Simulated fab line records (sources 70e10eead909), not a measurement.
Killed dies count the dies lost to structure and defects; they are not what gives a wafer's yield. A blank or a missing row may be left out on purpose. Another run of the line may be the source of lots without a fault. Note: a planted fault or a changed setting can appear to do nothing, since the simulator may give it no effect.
A lot that was struck, set against a sound lot + flow nand-harc + 19 steps out of a route of 1159
Sound: wafers L745.2, L745.3, L745.5. Struck: wafers L752.1, L752.2, L752.4. Last of all comes the cause.
For every step that has rows: the tool of each side, followed by ch and its chambers, followed by its first start. Under that, the readings that differ: sound wafers + struck wafers + difference of the means + sigmas: that difference in standard deviations of wafers without a fault.
alike: readings with means less than 2 such deviations apart, plus words and numbers identical on both sides. not compared: withheld readings, readings lacking a value on some wafer, bounds such as >300 that could conceal the same value, and numbers that have no deviation in the record and whose values overlap.
A row with sigmas, a row that says differs or no value, or rows on one side alone: a step with any of these is where the two part. Non-overlapping numbers with no deviation appear without sigmas and do not part them. A reading missing from all wafers of one side parts the sides only when that side holds two or more wafers.

NHARC_P_GATE_ALD_36: deposits SiNx, target thk 20 nm, pulse time 60 s, ald cycles 223.
  sound on ald-sin-01 ch 0,2, day 6 08:32; struck on ald-sin-01 ch 0,2,3, day 8 06:37
  alike: heater-power-w, precursor-pulse-height-rel
NHARC_P_GATE_ETCHBACK_37: etches the open film in CHF3/O2, target depth 34.5 nm, time 17.2 s.
  sound on rie-diel-04 ch 0,2,3; struck on rie-diel-04 ch 0,1,2
  alike: drypump-motor-current-A, oes-product-au, rf-vpp-V, showerhead-plenum-p-Torr, throttle-valve-pct
  not compared: rf-hours-counter-h
NHARC_P_GATE_STRIP_101: strips in O2, time 20 s.
  sound on rie-diel-04 ch 0,1,2, day 6 17:06; struck on rie-diel-04 ch 0,2,3, day 8 16:15
| reading                | sound                | struck               | difference | sigmas |
|------------------------|----------------------|----------------------|------------|--------|
| throttle-valve-pct (%) | 17.030 17.034 17.032 | 17.050 17.060 17.048 | +0.021     | +2     |
  alike: drypump-motor-current-A, oes-product-au, rf-vpp-V, showerhead-plenum-p-Torr
  not compared: rf-hours-counter-h
then, 9 steps without rows for these wafers: NHARC_P_GATE_PRECLEAN_97 (cleans in SPM, time 600 s); NHARC_P_GATE_SRD_98; NHARC_P_GATE_PRECLEAN_99 (cleans in SC1); NHARC_P_GATE_SRD_100; NHARC_P_GATE_DEHYDRATE_38 (time 120 s); NHARC_P_GATE_HMDS_39 (time 30 s); NHARC_P_GATE_COAT_40; NHARC_P_GATE_SOFTBAKE_41 (time 95 s); NHARC_P_GATE_EBR_42.
NHARC_P_GATE_EXPOSE_43: exposes mask P NSD, target cd 720 nm.
  sound on krf-scanner-04 ch 0, day 6 17:52; struck on krf-scanner-02 ch 0, day 8 17:01
| reading | sound                   | struck                           | difference | sigmas |
|---------|-------------------------|----------------------------------|------------|--------|
| mask    | P_NSD#0 P_NSD#0 P_NSD#0 | P_NSD_R1#0 P_NSD_R1#0 P_NSD_R1#0 | differs    |        |
then, 2 steps without rows for these wafers: NHARC_P_GATE_PEB_44 (peb time 85 s); NHARC_P_GATE_DEVELOP_45 (time 70 s).
NHARC_P_GATE_CD_MEAS_46: the cd target is 720 nm.
  sound on cd-sem-01 ch 0, day 6 18:01; struck on cd-sem-02 ch 0, day 8 17:10
| reading    | sound             | struck            | difference | sigmas |
|------------|-------------------|-------------------|------------|--------|
| cd-nm (nm) | 719.8 717.9 721.0 | 679.9 680.7 679.1 | -39.7      | -28    |
then, 1 step without rows for these wafers: NHARC_P_GATE_HARDBAKE_47 (time 80 s).
NHARC_P_GATE_DESCUM_48: chemistry O2, time 3 s.
  sound on rie-diel-10 ch 0,1,2, day 6 18:11; struck on rie-diel-01 ch 0,2,3, day 8 17:19
| reading                 | sound             | struck          | difference | sigmas |
|-------------------------|-------------------|-----------------|------------|--------|
| model.P_GATE.cd-nm (nm) | 720.2 718.3 720.7 | 680 680.1 679.3 | -40        |        |
  alike: drypump-motor-current-A, oes-product-au, rf-vpp-V, showerhead-plenum-p-Torr, throttle-valve-pct
  not compared: rf-hours-counter-h
after that, 1 step had no rows for these wafers: NHARC_P_GATE_IMPLANT_49.

## WHERE THEY PART
Earliest at NHARC_P_GATE_STRIP_101; latest, in this record, at NHARC_P_GATE_CD_MEAS_46. Later steps at which nothing parts them and some readings are alike: NHARC_P_GATE_DESCUM_48.

WHY: whatever the simulator had introduced
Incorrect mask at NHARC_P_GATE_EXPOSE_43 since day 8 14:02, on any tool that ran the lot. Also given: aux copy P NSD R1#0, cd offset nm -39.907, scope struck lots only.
